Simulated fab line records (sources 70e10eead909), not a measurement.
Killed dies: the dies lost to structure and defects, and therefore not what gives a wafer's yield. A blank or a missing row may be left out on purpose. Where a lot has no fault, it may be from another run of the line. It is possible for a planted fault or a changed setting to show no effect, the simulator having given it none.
Chamber matching :: flow nand_harc :: 4 sister chambers for NHARC_P_M0_CMP_23 on cmp-01
The step polishes, t overpolish 20 s, target thk 117.54 nm. 8 wafers are shown with their chamber, then 8 later ones without.

## WAFERS PAIRED WITH THEIR CHAMBERS
wafer: L081.5
chamber: 1
motor_current_A (A): 11.2
time_to_endpoint_s (s): 33

wafer: L086.6
chamber: 3
motor_current_A (A): 11.6
time_to_endpoint_s (s): 32

wafer: L088.4
chamber: 0
motor_current_A (A): 11.9
time_to_endpoint_s (s): 26

wafer: L088.6
chamber: 1
motor_current_A (A): 10.6
time_to_endpoint_s (s): 34

wafer: L091.1
chamber: 2
motor_current_A (A): 9.9
time_to_endpoint_s (s): 29

wafer: L091.2
chamber: 0
motor_current_A (A): 12.3
time_to_endpoint_s (s): 20

wafer: L091.5
chamber: 2
motor_current_A (A): 9.6
time_to_endpoint_s (s): 29

wafer: L092.1
chamber: 3
motor_current_A (A): 10.5
time_to_endpoint_s (s): 29

## WAFERS WITHOUT THEIR CHAMBER
wafer: L092.3
motor_current_A (A): 10.3
time_to_endpoint_s (s): 32

wafer: L092.4
motor_current_A (A): 11.9
time_to_endpoint_s (s): 24

wafer: L093.1
motor_current_A (A): 10.5
time_to_endpoint_s (s): 28

wafer: L093.2
motor_current_A (A): 11.1
time_to_endpoint_s (s): 30

wafer: L093.6
motor_current_A (A): 9.9
time_to_endpoint_s (s): 29

wafer: L094.2
motor_current_A (A): 9.6
time_to_endpoint_s (s): 29

wafer: L094.3
motor_current_A (A): 11.2
time_to_endpoint_s (s): 30

wafer: L094.4
motor_current_A (A): 11.8
time_to_endpoint_s (s): 25

## WHICH CHAMBER EACH WENT THROUGH
wafer: L092.3
from the rows above: can't be placed: 1 or 3 or 2
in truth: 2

wafer: L092.4
from the rows above: 0
in truth: 0

wafer: L093.1
from the rows above: can't be placed: 3 or 2 or 1
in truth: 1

wafer: L093.2
from the rows above: can't be placed: 3 or 1
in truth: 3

wafer: L093.6
from the rows above: 2
in truth: 2

wafer: L094.2
from the rows above: 2
in truth: 2

wafer: L094.3
from the rows above: can't be placed: 3 or 1
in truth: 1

wafer: L094.4
from the rows above: can't be placed: 0 or 3
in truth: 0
Correct placement for 3 of the 8. Unplaceable from these rows: 5, with the true chamber sitting among the candidates in 5. Wrongly placed: 0.
How it was worked out, from the rows above alone: a wafer's distance from a chamber is the root of the sum, over the readings, of the square of ((its reading less the chamber's mean) divided by the reading's scatter). The wafer belongs to the nearest chamber; if the next one is less than 2 further off, it can't be placed. The mean given for a chamber averages the wafers shown for that chamber. The scatter: take each reading less its chamber's mean, square it, sum over the shown wafers, divide by the number of wafers less the number of chambers, and take the root.
